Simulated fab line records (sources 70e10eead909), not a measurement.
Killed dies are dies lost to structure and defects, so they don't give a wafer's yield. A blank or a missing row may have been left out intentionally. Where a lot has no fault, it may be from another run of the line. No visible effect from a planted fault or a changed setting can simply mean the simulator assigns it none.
fab line records	flow nand-harc
record lots=12	wafers=35	last-day=24
route steps=1159 shown A_BONDPAD@1089 THIN_TSV@1120 END@1159
lots untouched by any fault: they come from a run of this same line in which no faults occurred
start-h: start of the lot's first displayed wafer, in hours after the record's first day	wait-h: hours elapsed since this lot's preceding step	" identical to the entry in the row above	L1.1+2: a single row standing in for several wafers	- value missing, or start not given	* or withheld: withheld	< > ~ a bound
route shown NAME@n: a module of which the file shows steps, and the number in the route of the first	usual: average and standard deviation across the fault-free wafers	same: alike in all rows	chamber/n: place in a boat	sites: each site's reading	_std_site: standard deviation of those values	_edge_site: mean of outer sites minus mean of inner sites	radius-mm: how far each site lies from the wafer's centre	mask NAME#n: copy n	behind: the most recent tool/chamber to have shaped the wafer	hold: the reason the lot was held/the length of the hold in hours/how it ended	device: the n, p or np transistor that did not switch	end of line: the route-end tests of the same wafers	where a step has no rows: the recipe by itself	killed: dies lost to structure and defects at the first sort, not the wafer's yield	map: shows each die of a wafer: x if killed, . if not, _ if none is there
set.NAME: the setting that was run; set.NAME@STEP: the one run at that earlier step	model.NAME: the simulator's own value behind a step, which no gauge read
route steps across a sampled set of lots; one table per step, one row per wafer
services: a tool's chamber out of use, with start hour (start-h, from the record's first day; less than 0 if before it), hours out, and reason
## steps
# step NHARC_A_BONDPAD_THK_MEAS_20
# recipe thk-meas-gauge=xrf
# usual thk-nm=169.6/1.4
lot.wafer	tool	chamber	start-h	wait-h	thk-nm
L220.1	film-metro-02	-	411.06	-	170.2
L220.2	"	-	"	"	166.7
L220.5	"	-	"	"	170.5
L221.1	film-metro-02	-	414.06	-	168.4
L221.4	"	-	"	"	168.8
L221.6	"	-	"	"	168.8
L222.1	film-metro-02	-	415.55	-	169.5
L222.2	"	-	"	"	170.4
L222.6	"	-	"	"	171.5
L219.1	film-metro-02	-	420.42	-	166.1
L219.4	"	-	"	"	169.5
L219.6	"	-	"	"	168.8
L223.1	film-metro-02	-	426.25	-	168.9
L223.2	"	-	"	"	170.7
L223.3	"	-	"	"	170.1
L224.2	film-metro-02	-	430.23	-	171.2
L224.4	"	-	"	"	170.3
L224.6	"	-	"	"	170.9
L225.3	film-metro-01	-	447.37	-	170.5
L225.4	"	-	"	"	169.2
L225.5	"	-	"	"	169.5
L226.1	film-metro-02	-	448.27	-	167.8
L226.2	"	-	"	"	168.0
L226.6	"	-	"	"	170.6
L233.4	film-metro-01	-	487.07	-	168.8
L233.5	"	-	"	"	167.7
L237.1	film-metro-02	-	522.04	-	171.7
L237.4	"	-	"	"	170.9
L237.5	"	-	"	"	169.8
L240.1	film-metro-02	-	533.55	-	173.8
L240.2	"	-	"	"	170.0
L240.3	"	-	"	"	171.3
L238.2	film-metro-02	-	540.71	-	167.8
L238.4	"	-	"	"	169.0
L238.6	"	-	"	"	168.4
# step NHARC_THIN_TSV_ETCH_15
# recipe target-depth-a=30000	bosch-target-overetch-cycles=2	bosch-etch-step-s=2.8	bosch-dep-step-s=1.2	bosch-cycles=14
# usual drypump-motor-current-A=5.9/0.57
lot.wafer	tool	chamber	start-h	wait-h	drypump-motor-current-A	rf-hours-counter-h
L220.2	rie-si-04	3	425.83	-	5.2	1.3
L220.1	"	2	"	"	5.8	1.3
L220.5	"	3	"	"	5.2	-
L221.1	rie-si-05	2	430.06	-	5.8	0.0
L221.4	"	3	"	"	6.3	0.0
L221.6	"	3	"	"	6.3	-
L222.2	rie-si-04	1	431.43	-	6.6	1.4
L222.1	"	2	"	"	5.8	1.4
L222.6	"	0	"	"	6.2	-
L219.1	rie-si-06	2	435.70	-	5.5	0.1
L219.4	"	3	"	"	6.4	0.7
L219.6	"	2	"	"	5.5	-
L224.2	rie-si-06	1	441.75	-	4.6	0.8
L224.4	"	3	"	"	6.4	0.7
L224.6	"	0	"	"	5.7	-
L223.1	rie-si-05	1	442.87	-	6.2	0.2
L223.3	"	2	"	"	5.7	0.1
L223.2	"	3	"	"	6.3	0.1
L226.1	rie-si-04	3	463.67	-	5.2	0.0
L226.2	"	1	"	"	6.6	0.0
L226.6	"	2	"	"	5.8	-
L225.3	rie-si-05	2	464.93	-	5.8	0.4
L225.4	"	3	"	"	6.3	0.4
L225.5	"	0	"	"	6.4	-
L233.4	rie-si-05	0	508.98	-	6.4	0.7
L233.5	"	2	"	"	5.7	-
L237.1	rie-si-04	3	535.51	-	5.2	0.7
L237.4	"	1	"	"	6.6	0.6
L237.5	"	2	"	"	5.8	-
L240.1	rie-si-05	2	546.74	-	5.7	1.2
L240.3	"	3	"	"	6.3	1.0
L240.2	"	1	"	"	6.2	1.1
L238.2	rie-si-06	2	554.22	-	5.5	0.1
L238.4	"	0	"	"	5.7	0.0
L238.6	"	1	"	"	4.6	-
# step NHARC_THIN_TSV_ETCHBACK_48
# recipe target-depth-a=10285	over-etch-frac=0.3	time-s=405.17	ion-energy-ev=250	c4f8-flow-sccm=withheld	ar-flow-sccm=withheld	rf-w=600	bias-w=300	chemistry=C4F8/Ar
# usual oes-product-au=0.939/0.028	over-etch-frac=0.3/0	rf-vpp-V=547/4.5
lot.wafer	tool	chamber	start-h	wait-h	oes-product-au	over-etch-frac	rf-hours-counter-h	rf-vpp-V
L220.2	rie-diel-10	0	427.44	-	0.931	0.3	5	552
L220.1	"	2	"	"	0.917	0.3	5	552
L220.5	"	0	"	"	0.935	0.3	-	553
L221.1	rie-diel-12	1	431.76	-	0.925	0.3	5	549
L221.4	"	2	"	"	0.925	0.3	-	545
L221.6	"	3	"	"	0.913	0.3	-	548
L222.2	rie-diel-10	0	432.93	-	0.968	0.3	6	553
L222.1	"	2	"	"	0.968	0.3	6	551
L222.6	"	0	"	"	0.966	0.3	-	552
L219.1	rie-diel-10	2	437.23	-	0.916	0.3	6	551
L219.4	"	0	"	"	0.929	0.3	-	553
L219.6	"	1	"	"	0.920	0.3	-	543
L224.2	rie-diel-10	1	443.37	-	0.922	0.3	7	541
L224.4	"	2	"	"	0.925	0.3	7	552
L224.6	"	0	"	"	0.941	0.3	-	553
L223.1	rie-diel-10	0	444.46	-	0.921	0.3	7	552
L223.2	"	1	"	"	0.923	0.3	7	541
L223.3	"	3	"	"	0.958	0.3	4	548
L226.1	rie-diel-12	1	465.14	-	0.918	0.3	9	551
L226.2	"	2	"	"	0.924	0.3	9	542
L226.6	"	1	"	"	0.918	0.3	-	549
L225.3	rie-diel-12	3	466.52	0.3	0.916	0.3	10	550
L225.4	"	0	"	"	0.911	0.3	8	545
L225.5	"	0	"	"	0.915	0.3	-	544
L233.5	rie-diel-03	2	510.77	-	0.926	0.20956	-	541
L233.4	"	1	"	"	0.929	0.3	-	542
L237.1	rie-diel-12	0	536.94	-	0.922	0.3	15	546
L237.4	"	0	"	"	0.925	0.3	-	546
L237.5	"	2	"	"	0.932	0.3	-	544
L240.2	rie-diel-10	0	548.29	0.4	0.959	0.3	1	552
L240.3	"	1	"	"	0.982	0.3	1	541
L240.1	"	3	"	"	0.966	0.3	1	547
L238.4	rie-diel-10	3	555.62	-	1.006	0.3	1	548
L238.2	"	2	"	"	1.004	0.3	1	551
L238.6	"	3	"	"	1.005	0.3	-	546
# step NHARC_THIN_TSV_DEGAS_49
# recipe temp-c=300	time-s=120
# usual heater-power-w=477/60
lot.wafer	tool	chamber	start-h	wait-h	heater-power-w
L220.2	pvd-sputter-01	-	428.05	0.2	447
L220.1	"	-	"	"	431
L220.5	"	-	"	"	444
L221.4	pvd-sputter-02	-	432.46	0.1	525
L221.1	"	-	"	"	611
L221.6	"	-	"	"	530
L222.2	pvd-sputter-02	-	433.54	0.1	595
L222.1	"	-	"	"	509
L222.6	"	-	"	"	608
L219.1	pvd-sputter-02	-	437.85	0.1	602
L219.4	"	-	"	"	500
L219.6	"	-	"	"	437
L224.2	pvd-sputter-02	-	443.82	0.1	619
L224.4	"	-	"	"	531
L224.6	"	-	"	"	529
L223.2	pvd-sputter-01	-	444.99	0.1	450
L223.3	"	-	"	"	523
L223.1	"	-	"	"	422
L226.1	pvd-sputter-01	-	465.68	0.2	420
L226.2	"	-	"	"	431
L226.6	"	-	"	"	418
L225.3	pvd-sputter-02	-	467.06	0.1	526
L225.4	"	-	"	"	426
L225.5	"	-	"	"	605
L233.4	pvd-sputter-03	-	511.41	0.1	452
L233.5	"	-	"	"	451
L237.1	pvd-sputter-01	-	537.53	0.1	418
L237.4	"	-	"	"	455
L237.5	"	-	"	"	416
L240.2	pvd-sputter-02	-	548.82	0.1	526
L240.1	"	-	"	"	470
L240.3	"	-	"	"	440
L238.4	pvd-sputter-01	-	556.17	0.1	404
L238.2	"	-	"	"	509
L238.6	"	-	"	"	434
# step NHARC_END_SORT_01
# recipe temp-c=25
# usual defect-limited-yield=95.4/1.5	killed-at-array=26/9.6	killed-at-other=0.7/0.92	killed-at-periphery=3.8/2.7	killed-dies=31/10	killed-open=3.3/1.7	killed-short=1.8/1.3	sort_bin_2_pct=1.4/0.62	sort_bin_3_pct=0.23/0.21	sort_bin_4_pct=2.9/0.95	sort-n-pass=646/10	sort-rim-yield-pct=94/3.2	sort-yield-pct=95.4/1.5
# same gross-dies=677	sort_bin_5_pct[%]=0	sort_bin_6_pct[%]=0	sort_bin_7_pct[%]=0	sort_bin_8_pct[%]=0	sort-rim-n-gross=106.00
lot.wafer	tool	chamber	start-h	wait-h	defect-limited-yield[%]	killed-at-array	killed-at-other	killed-at-periphery	killed-dies	killed-open	killed-short	sort_bin_2_pct[%]	sort_bin_3_pct[%]	sort_bin_4_pct[%]	sort-n-pass	sort-rim-yield-pct[%]	sort-yield-pct[%]
L220.1	prober-01	0	444.15	2.5	94.2	32	0	7	39	5	3	1.8	0.30	3.7	638	91	94.2
L220.2	prober-01	0	444.94	2.8	95.6	24	1	5	30	3	2	1.2	0.15	3.1	647	89	95.6
L220.5	prober-01	0	447.31	3.7	95.3	25	0	7	32	6	2	1.2	0.44	3.1	645	93	95.3
L233.5	prober-02	0	525.30	3.8	96.2	23	1	2	26	4	1	1.5	0	2.4	651	97	96.2
L240.1	prober-02	0	560.90	2.5	94.7	33	1	2	36	4	3	1.0	0.15	4.1	641	97	94.7
L240.2	prober-02	0	561.70	2.8	94.4	33	4	1	38	1	2	1.8	0	3.8	639	99	94.4
L240.3	prober-02	0	562.50	3.1	93.8	38	2	2	42	3	2	2.1	0.44	3.7	635	97	93.8
# killed by level:class
L220.1 A_STAIRCASE:chamber-film-flake=11 A_SLIT:chamber-film-flake=7 P_STI:chamber-film-flake=3 A_CONTACT:chamber-film-flake=3 A_CONTACT:geometric-particle:open=2 P_M0:chamber-film-flake=2 A_CHANNEL_FILL_D1:chamber-film-flake=2 A_WL_FILL:chamber-film-flake=2
L220.2 A_SLIT:chamber-film-flake=6 A_STAIRCASE:chamber-film-flake=4 A_WL_FILL:chamber-film-flake=4 P_M0:chamber-film-flake=3 A_CHANNEL_HOLE_D1:chamber-film-flake=3 A_CONTACT:chamber-film-flake=2 A_CHANNEL_FILL_D1:geometric-particle:open=1 A_CHANNEL_FILL_D1:geometric-particle:short=1
L220.5 A_STAIRCASE:chamber-film-flake=5 A_SLIT:chamber-film-flake=5 A_WL_FILL:chamber-film-flake=5 P_CONTACT:geometric-particle:open=4 A_CONTACT:chamber-film-flake=4 P_M0:chamber-film-flake=2 A_SOURCE_PLATE:geometric-particle:short=1 A_ONON_D1:geometric-particle:open=1
L233.5 A_CHANNEL_HOLE_D1:chamber-film-flake=8 A_CONTACT:chamber-film-flake=5 A_CHANNEL_FILL_D1:chamber-film-flake=3 A_STAIRCASE:chamber-film-flake=3 P_GATE:geometric-particle:open=1 P_M0:geometric-particle:open=1 A_CONTACT:geometric-particle:open=1 A_BLC:geometric-particle:short=1
L240.1 A_CHANNEL_HOLE_D1:chamber-film-flake=21 A_WL_FILL:chamber-film-flake=3 A_CONTACT:chamber-film-flake=3 A_ONON_D1:geometric-particle:open=2 A_ONON_D1:geometric-particle:short=2 P_GATE:geometric-particle:open=1 P_M1:geometric-particle:short=1 A_CONTACT:geometric-particle:open=1
L240.2 A_CHANNEL_HOLE_D1:chamber-film-flake=20 A_WL_FILL:chamber-film-flake=6 A_CONTACT:chamber-film-flake=3 THIN_TSV:chamber-film-flake=3 A_ONON_D1:geometric-particle:short=2 P_M1:geometric-particle:open=1 A_ZERO_WELL:chamber-film-flake=1 A_STAIRCASE:chamber-film-flake=1
L240.3 A_CHANNEL_HOLE_D1:chamber-film-flake=25 A_CONTACT:chamber-film-flake=8 A_WL_FILL:chamber-film-flake=2 P_M1:geometric-particle:open=1 P_M2:geometric-particle:short=1 A_WL_FILL:geometric-particle:open=1 A_WL_FILL:geometric-particle:short=1 STARTING-WAFER:geometric-particle:open=1
## services
tool	chamber	start-h	hours	kind
rie-diel-03	1	405.02	9.2	repair
pvd-sputter-03	-	407.97	4.2	repair
rie-diel-10	0	411.50	-	clean
rie-diel-10	1	411.50	-	clean
rie-diel-12	-	413.23	0.4	repair
rie-diel-10	3	413.55	28.7	repair
pvd-sputter-01	-	415.92	9.9	repair
rie-si-05	-	416.00	9.0	pm
rie-diel-12	0	430.89	16.2	repair
pvd-sputter-03	-	431.22	2.3	repair
rie-si-04	-	453.00	9.0	pm
pvd-sputter-03	-	458.00	10.0	pm
rie-diel-03	2	470.40	2.7	repair
rie-diel-03	0	508.97	2.9	repair
pvd-sputter-01	-	514.04	10.0	pm
rie-diel-10	3	523.69	4.2	repair
rie-diel-10	-	530.50	9.0	pm
rie-si-05	1	533.23	5.9	repair
rie-diel-12	1	533.99	8.5	repair
rie-si-06	-	537.00	9.0	pm
rie-diel-03	1	542.01	3.5	repair
rie-diel-10	-	546.87	0.3	repair
rie-si-05	2	547.80	9.2	repair
pvd-sputter-02	-	553.28	11.5	repair
## key
first-sign step=NHARC_THIN_TSV_ETCHBACK_48	reading=over-etch-frac	direction=down	sigmas=99+	usual=0.3	struck=0.20956
effect none on later readings
met-at NHARC_THIN_TSV_ETCHBACK_48
struck-lots L233
struck-wafers L233.5
not-acting-at NHARC_A_BONDPAD_THK_MEAS_20,NHARC_THIN_TSV_ETCH_15,NHARC_THIN_TSV_DEGAS_49
fault kind=process-parameter-drift	tool=rie-diel-03	chamber=-	onset-h=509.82	steps=NHARC_THIN_TSV_ETCHBACK_48	channel=over-etch-frac	offset=-0.090437	shape=step	end-h=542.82	scope=struck-wafers-only	acts-in=these-recipes-only	stated=0.3
